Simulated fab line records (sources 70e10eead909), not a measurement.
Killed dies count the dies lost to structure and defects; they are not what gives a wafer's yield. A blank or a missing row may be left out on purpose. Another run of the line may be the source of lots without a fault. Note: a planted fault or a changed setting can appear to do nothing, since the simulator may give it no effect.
Matching of chambers ; flow nandHarc ; NHARC_P_CONTACT_STRIP_28 on rieDiel-08 has 4 sister chambers
The step strips in O2. 8 wafers are shown with their chamber, then 7 later ones without.

## WAFERS, EACH WITH ITS CHAMBER
wafer;chamber;drypumpMotorCurrentA (A);oesProductAu (a.u.)
L165.2;0;5.9;0.984
L165.6;2;6.4;0.988
L167.6;1;5.1;1.006
L169.1;3;6.3;1.016
L169.3;0;5.9;0.980
L169.4;1;5.2;1.009
L172.1;3;6.3;0.996
L172.3;2;6.4;0.983

## WAFERS WHOSE CHAMBER IS MISSING
wafer;drypumpMotorCurrentA (A);oesProductAu (a.u.)
L172.6;5.1;1.018
L171.1;6.3;0.988
L171.4;6.3;0.997
L171.6;5.1;1.005
L174.2;6.3;0.981
L174.4;5.1;0.999
L174.6;6.0;0.996

## WHICH CHAMBER EACH ONE RAN IN
wafer;from the rows above;in truth
L172.6;1;1
L171.1;can't be placed: 3 or 2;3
L171.4;3;3
L171.6;1;1
L174.2;can't be placed: 2 or 3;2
L174.4;1;1
L174.6;0;0
Correct placement for 5 of the 7. From these rows, 2 cannot be placed; in 2 the true chamber is one of the candidates. Placed wrongly: 0.
How it was worked out, from the rows above alone: a wafer's distance from a chamber is the root of the sum, over the readings, of the square of ((its reading less the chamber's mean) divided by the reading's scatter). If the next closest chamber is less than 2 further off than the closest, the wafer can't be placed; otherwise it belongs to the closest. For every chamber, the mean is computed from those of its wafers that are shown. The scatter is the square root of a quotient: the sum, over the shown wafers, of each reading's squared deviation from its chamber's mean, divided by wafers minus chambers.
